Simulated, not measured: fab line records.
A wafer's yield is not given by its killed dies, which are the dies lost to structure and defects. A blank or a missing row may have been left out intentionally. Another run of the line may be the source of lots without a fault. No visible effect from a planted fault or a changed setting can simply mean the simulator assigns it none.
Which of the tools did it? + flow nandHarc + 14 lots, 42 wafers sampled, at 3 steps of a route of 1159

WHAT THE GAUGES SHOWED, per wafer
NHARC_A_ONON_D1_THK_MEAS_05: measures by ellipsometry.
| lot  | measured     | on           | thkNm (nm)     |
|------|--------------|--------------|----------------|
| L953 | day 7 20:46  | filmMetro-01 | 992 993 990    |
| L954 | day 7 20:25  | filmMetro-01 | 1002 1002 1003 |
| L956 | day 8 10:57  | filmMetro-02 | 1001 1002 1004 |
| L960 | day 9 07:27  | filmMetro-01 | 1020 1021 1021 |
| L961 | day 9 21:51  | filmMetro-01 | 985 986 988    |
| L965 | day 10 18:25 | filmMetro-02 | 1026 1026 1026 |
| L964 | day 10 18:17 | filmMetro-02 | 1003 1003 1004 |
| L966 | day 10 18:37 | filmMetro-01 | 1007 1005 1006 |
| L968 | day 11 18:59 | filmMetro-01 | 986 984 987    |
| L971 | day 12 02:49 | filmMetro-02 | 993 995 994    |
| L972 | day 12 02:46 | filmMetro-01 | 991 991 990    |
| L973 | day 12 20:05 | filmMetro-01 | 1007 1004 1006 |
| L975 | day 13 05:41 | filmMetro-01 | 1018 1017 1016 |
| L974 | day 13 05:52 | filmMetro-01 | 998 998 999    |

WHAT TOOL EACH LOT RAN ON (gives the tool, then ch and the chambers of the sampled wafers, and finally the start)
| lot  | NHARC_P_BONDPAD_PRE_CLEAN_26           | NHARC_P_BONDPAD_CMP_19        |
|------|----------------------------------------|-------------------------------|
| L953 | pvdSputter-02, day 6 19:42 or earlier  | cmp-04 ch 0,2,3, day 6 19:42  |
| L954 | pvdSputter-02, day 6 21:10 or earlier  | cmp-02 ch 0,1,3, day 6 21:10  |
| L956 | pvdSputter-02, day 7 10:49 or earlier  | cmp-02 ch 1,2, day 7 10:49    |
| L960 | pvdSputter-03, day 8 07:46 or earlier  | cmp-04 ch 0,1,3, day 8 07:46  |
| L961 | pvdSputter-02, day 8 20:14 or earlier  | cmp-04 ch 0,1,2, day 8 20:14  |
| L965 | pvdSputter-01, day 9 14:20 or earlier  | cmp-02 ch 0,2,3, day 9 14:20  |
| L964 | pvdSputter-01, day 9 15:34 or earlier  | cmp-04 ch 1,2,3, day 9 15:34  |
| L966 | pvdSputter-02, day 9 18:11 or earlier  | cmp-04 ch 1,2,3, day 9 18:11  |
| L968 | pvdSputter-02, day 10 17:31 or earlier | cmp-04 ch 0,1,3, day 10 17:31 |
| L971 | pvdSputter-03, day 11 02:36 or earlier | cmp-04 ch 0,1,3, day 11 02:36 |
| L972 | pvdSputter-01, day 11 02:53 or earlier | cmp-02 ch 1,2, day 11 02:53   |
| L973 | pvdSputter-02, day 11 18:52 or earlier | cmp-02 ch 0,1, day 11 18:52   |
| L975 | pvdSputter-02, day 12 04:33 or earlier | cmp-03 ch 0,3, day 12 04:33   |
| L974 | pvdSputter-01, day 12 06:29 or earlier | cmp-03 ch 1,2, day 12 06:29   |
- NHARC_P_BONDPAD_PRE_CLEAN_26: time 30 s.
- NHARC_P_BONDPAD_CMP_19: polishes, t overpolish 30 s, cu recess touch 16 s, target thk 160.81 nm.

WHAT THE TOOLS THEMSELVES READ (means of the sampled wafers that have a number; where no wafer has one, the mark that the record gives instead)
NHARC_P_BONDPAD_PRE_CLEAN_26.
| lot  | tool          | heaterPowerW (W) |
|------|---------------|------------------|
| L953 | pvdSputter-02 | 372              |
| L954 | pvdSputter-02 | 364              |
| L956 | pvdSputter-02 | 379              |
| L960 | pvdSputter-03 | 401              |
| L961 | pvdSputter-02 | 380              |
| L965 | pvdSputter-01 | 404              |
| L964 | pvdSputter-01 | 383              |
| L966 | pvdSputter-02 | 363              |
| L968 | pvdSputter-02 | 377              |
| L971 | pvdSputter-03 | 432              |
| L972 | pvdSputter-01 | 425              |
| L973 | pvdSputter-02 | 358              |
| L975 | pvdSputter-02 | 370              |
| L974 | pvdSputter-01 | 393              |

NHARC_P_BONDPAD_CMP_19.
| lot  | tool   | motorCurrentA (A) | overpolishRunS (s) |
|------|--------|-------------------|--------------------|
| L953 | cmp-04 | 11.5              | 30.003             |
| L954 | cmp-02 | 12.0              | 29.998             |
| L956 | cmp-02 | 11.8              | 29.994             |
| L960 | cmp-04 | 12.2              | 30.003             |
| L961 | cmp-04 | 12.1              | 29.987             |
| L965 | cmp-02 | 12.7              | 29.997             |
| L964 | cmp-04 | 11.8              | 29.989             |
| L966 | cmp-04 | 12.1              | 29.995             |
| L968 | cmp-04 | 12.1              | 30.000             |
| L971 | cmp-04 | 12.0              | 29.995             |
| L972 | cmp-02 | 11.3              | 30.000             |
| L973 | cmp-02 | 11.5              | 30.001             |
| L975 | cmp-03 | 12.9              | 29.992             |
| L974 | cmp-03 | 11.8              | 30.001             |

THE ANSWER, worked out from the rows above alone
Rule: the usual values come from the lots themselves. Put in order of their means at a reading, lots are off if they are a third of the lots or fewer, leave a main group of 4 or more, and stand apart from it by a gap of 3 or more times the standard deviation of the main group's means; of several such gaps the widest counts. A main group whose means are all the same, to the digits that the tables above print for the reading, isn't used. Also off: a lot with no number at a reading for which 4 or more lots have one. Any other lot the step has rows for is counted as sound. The gauges are gone through in route order, then the tools' own readings, and for those a lot's mean is taken as printed above. The first step at which some lot is off is used, and at that step the reading that is off furthest; a lot without a number counts as furthest.
None of the lots is off at any reading shown; this tells nothing.

WHAT WAS PUT IN BY THE SIMULATOR
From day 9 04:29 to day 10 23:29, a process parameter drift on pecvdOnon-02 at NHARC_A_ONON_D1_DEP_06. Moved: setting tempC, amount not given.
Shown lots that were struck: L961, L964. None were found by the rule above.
